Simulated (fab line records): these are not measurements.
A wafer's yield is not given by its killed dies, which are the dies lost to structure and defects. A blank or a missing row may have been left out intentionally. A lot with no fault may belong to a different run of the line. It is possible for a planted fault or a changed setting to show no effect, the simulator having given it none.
Matching of chambers + flow n5-finfet + rie-diel-05 running N5_BEOL_M11_STRIP_19: 4 sister chambers
The step strips in O2. 18 wafers are shown with their chamber, then 9 later ones without.

== WAFERS PAIRED WITH THEIR CHAMBERS ==
| wafer  | chamber | showerhead-plenum-p-Torr (Torr) | drypump-motor-current-A (A) | throttle-valve-pct (%) |
|--------|---------|---------------------------------|-----------------------------|------------------------|
| L077.2 | 1       | 2.12                            | 5.6                         | 16.76                  |
| L077.3 | 3       | 1.98                            | 5.7                         | 16.60                  |
| L077.5 | 0       | 2.00                            | 5.0                         | 16.91                  |
| L080.2 | 0       | 1.99                            | 5.0                         | 16.94                  |
| L080.4 | 3       | 1.98                            | 5.7                         | 16.61                  |
| L080.5 | 1       | 2.12                            | 5.5                         | 16.79                  |
| L086.2 | 0       | 1.99                            | 5.0                         | 16.93                  |
| L086.3 | 2       | 2.17                            | 6.1                         | 16.63                  |
| L086.4 | 2       | 2.17                            | 6.1                         | 16.64                  |
| L088.2 | 3       | 1.97                            | 5.7                         | 16.67                  |
| L088.5 | 0       | 1.99                            | 5.0                         | 16.95                  |
| L088.6 | 3       | 1.97                            | 5.7                         | 16.67                  |
| L091.3 | 0       | 1.99                            | 5.0                         | 16.97                  |
| L091.4 | 3       | 1.97                            | 5.7                         | 16.65                  |
| L091.5 | 2       | 2.17                            | 6.1                         | 16.67                  |
| L096.1 | 0       | 1.99                            | 5.0                         | 16.99                  |
| L096.2 | 3       | 1.97                            | 5.7                         | 16.68                  |
| L096.5 | 2       | 2.17                            | 6.1                         | 16.66                  |

SIGNATURES (means of the wafers above)
| reading                  | chamber 0 | chamber 1 | chamber 2 | chamber 3 | scatter within a chamber |
|--------------------------|-----------|-----------|-----------|-----------|--------------------------|
| showerhead-plenum-p-Torr | 1.9917    | 2.1200    | 2.1700    | 1.9733    | 0.00393                  |
| drypump-motor-current-A  | 5.000     | 5.550     | 6.100     | 5.700     | 0.0189                   |
| throttle-valve-pct       | 16.9483   | 16.7750   | 16.6500   | 16.6467   | 0.0284                   |
Rule: for a wafer and a chamber, the distance is found by dividing, reading by reading, the gap between the wafer's reading and the chamber's mean by the reading's scatter, squaring, summing and taking the root. The wafer belongs to the nearest chamber; if the next one is less than 2 further off, it can't be placed. How the scatter is found: for the shown wafers, subtract from each reading the mean of its chamber, square and add these, divide the total by (wafers less chambers), then take the root.

== WAFERS MISSING THEIR CHAMBER ==
| wafer  | showerhead-plenum-p-Torr (Torr) | drypump-motor-current-A (A) | throttle-valve-pct (%) |
|--------|---------------------------------|-----------------------------|------------------------|
| L094.2 | 2.11                            | 5.6                         | 16.33                  |
| L094.3 | 1.97                            | 5.7                         | 16.66                  |
| L094.4 | 1.99                            | 5.0                         | 16.99                  |
| L095.1 | 1.97                            | 5.7                         | 16.67                  |
| L095.2 | 2.11                            | 5.6                         | 16.36                  |
| L095.6 | 1.97                            | 5.7                         | 16.67                  |
| L097.4 | 1.96                            | 5.7                         | 16.66                  |
| L097.5 | 2.16                            | 6.1                         | 16.68                  |
| L097.6 | 2.11                            | 5.6                         | 16.36                  |

== EACH ONE'S CHAMBER ==
| wafer  | from the rows above | in truth |
|--------|---------------------|----------|
| L094.2 | 1                   | 1        |
| L094.3 | 3                   | 3        |
| L094.4 | 0                   | 0        |
| L095.1 | 3                   | 3        |
| L095.2 | 1                   | 1        |
| L095.6 | 3                   | 3        |
| L097.4 | 3                   | 3        |
| L097.5 | 2                   | 2        |
| L097.6 | 1                   | 1        |
Correct placement for 9 of the 9. Can't be placed from these rows: 0. Number placed wrongly: 0.
